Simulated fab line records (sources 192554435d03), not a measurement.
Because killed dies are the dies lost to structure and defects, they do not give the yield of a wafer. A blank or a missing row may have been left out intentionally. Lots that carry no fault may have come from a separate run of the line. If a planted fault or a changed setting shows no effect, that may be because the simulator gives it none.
Split-lot experiment :: flow n5 finfet :: route with 1938 steps; 7 lots, 21 wafers read

## THE SPLIT
At N5_MOL_CONTACT_COAG_VIA_ETCH_117 (etches SiO2 in C4F6/O2, target depth 40 nm, overetch 8 nm, time 26 s), the setting bias w was moved away from the recipe's 455 W on 4 of the 21 wafers read, by -17.4% to -7.4%. This setting was run at the recipe's value on the other wafers.

The split's own step is where the reading is taken.

## THE READING
rf vpp V, in V, at N5_MOL_CONTACT_COAG_VIA_ETCH_117 (etches SiO2 in C4F6/O2, target depth 40 nm, overetch 8 nm, time 26 s). Fault-free wafers of this fab line usually give 1576 V, standard deviation 10 V.

wafer: L077.1
tool, chamber at the split: rie diel-06, 2
bias w as run, W: 455
against the recipe: recipe
rf vpp V, V: 1570
against lot-mates on the recipe: -

wafer: L077.4
tool, chamber at the split: rie diel-06, 1
bias w as run, W: 455
against the recipe: recipe
rf vpp V, V: 1559
against lot-mates on the recipe: -

wafer: L077.5
tool, chamber at the split: rie diel-06, 2
bias w as run, W: 455
against the recipe: recipe
rf vpp V, V: 1569
against lot-mates on the recipe: -

wafer: L081.1
tool, chamber at the split: rie diel-06, 1
bias w as run, W: 455
against the recipe: recipe
rf vpp V, V: 1559
against lot-mates on the recipe: -

wafer: L081.2
tool, chamber at the split: rie diel-06, 3
bias w as run, W: 455
against the recipe: recipe
rf vpp V, V: 1580
against lot-mates on the recipe: -

wafer: L081.3
tool, chamber at the split: rie diel-06, 2
bias w as run, W: 455
against the recipe: recipe
rf vpp V, V: 1569
against lot-mates on the recipe: -

wafer: L083.1
tool, chamber at the split: rie diel-06, 3
bias w as run, W: 455
against the recipe: recipe
rf vpp V, V: 1579
against lot-mates on the recipe: -

wafer: L083.3
tool, chamber at the split: rie diel-06, 0
bias w as run, W: 455
against the recipe: recipe
rf vpp V, V: 1591
against lot-mates on the recipe: -

wafer: L083.4
tool, chamber at the split: rie diel-06, 1
bias w as run, W: 414.8
against the recipe: -8.8%
rf vpp V, V: 1452
against lot-mates on the recipe: -133

wafer: L085.1
tool, chamber at the split: rie diel-01, 1
bias w as run, W: 455
against the recipe: recipe
rf vpp V, V: 1562
against lot-mates on the recipe: -

wafer: L085.3
tool, chamber at the split: rie diel-01, 0
bias w as run, W: 375.8
against the recipe: -17.4%
rf vpp V, V: 1369
against lot-mates on the recipe: -196

wafer: L085.4
tool, chamber at the split: rie diel-01, 3
bias w as run, W: 455
against the recipe: recipe
rf vpp V, V: 1567
against lot-mates on the recipe: -

wafer: L095.1
tool, chamber at the split: rie diel-01, 0
bias w as run, W: 455
against the recipe: recipe
rf vpp V, V: 1581
against lot-mates on the recipe: -

wafer: L095.5
tool, chamber at the split: rie diel-01, 3
bias w as run, W: 455
against the recipe: recipe
rf vpp V, V: 1568
against lot-mates on the recipe: -

wafer: L095.6
tool, chamber at the split: rie diel-01, 2
bias w as run, W: 412
against the recipe: -9.5%
rf vpp V, V: 1471
against lot-mates on the recipe: -104

wafer: L096.1
tool, chamber at the split: rie diel-01, 3
bias w as run, W: 421.2
against the recipe: -7.4%
rf vpp V, V: 1477
against lot-mates on the recipe: -103

wafer: L096.2
tool, chamber at the split: rie diel-01, 0
bias w as run, W: 455
against the recipe: recipe
rf vpp V, V: 1580
against lot-mates on the recipe: -

wafer: L096.5
tool, chamber at the split: rie diel-01, 0
bias w as run, W: 455
against the recipe: recipe
rf vpp V, V: 1580
against lot-mates on the recipe: -

wafer: L097.3
tool, chamber at the split: rie diel-04, 3
bias w as run, W: 455
against the recipe: recipe
rf vpp V, V: 1582
against lot-mates on the recipe: -

wafer: L097.5
tool, chamber at the split: rie diel-04, 0
bias w as run, W: 455
against the recipe: recipe
rf vpp V, V: 1575
against lot-mates on the recipe: -

wafer: L097.6
tool, chamber at the split: rie diel-04, 1
bias w as run, W: 455
against the recipe: recipe
rf vpp V, V: 1580
against lot-mates on the recipe: -

FIT RESULTS
A straight line over all 21 wafers: rf vpp V changes by +12 V for each +1% of bias w; r = +0.99; the points scatter about the line by 9.6 V.
The same after taking each lot's own level away (the mean of its wafers on the recipe; 21 wafers): +12 V for each +1%; r = +0.99; scatter 9.4 V.
On that fit, the largest move of bias w shifts the reading by 2.1e+02 V.
The span of the lots' own levels, 1564.5 to 1585.0 V, comes to 2.0 times the standard deviation stated above.
Consequently the slope shifts little with the lot-to-lot level, the two slopes agreeing.
Check: -228 V against its lot-mates is what the line predicts for one of the wafers moved furthest among these (-17.4%) when that wafer is left out of the fit. Against them it came out at -196 V.
Tool readings at the split's step, against how far the setting was moved: rf vpp V r = +0.99.

## THESE WAFERS: OTHER SPLITS
Note: prior to the reading, these wafers also went through further splits. Each is held against what the fit with the lots' levels taken away leaves over:
other split on the same wafers: N5_SDB_ETCH_18 source w
wafers away from the commonest value: 12
r with rf vpp V (lot level and that fit taken away): +0.05

other split on the same wafers: N5_HKMG_FIN_CMP_23 platen rpm
wafers away from the commonest value: 6
r with rf vpp V (lot level and that fit taken away): +0.06

other split on the same wafers: N5_GATE_CUT_COAT_27 spin rpm
wafers away from the commonest value: 7
r with rf vpp V (lot level and that fit taken away): -0.17

other split on the same wafers: N5_GATE_CUT_ETCH_36 cf4 flow sccm
wafers away from the commonest value: 7
r with rf vpp V (lot level and that fit taken away): +0.33

other split on the same wafers: N5_MOL_CONTACT_COAG_ALD_27 time s
wafers away from the commonest value: 4
r with rf vpp V (lot level and that fit taken away): +0.05

## FILE'S OWN FIT
rf vpp V changes by +12 V for each +1% of bias w, r = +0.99.
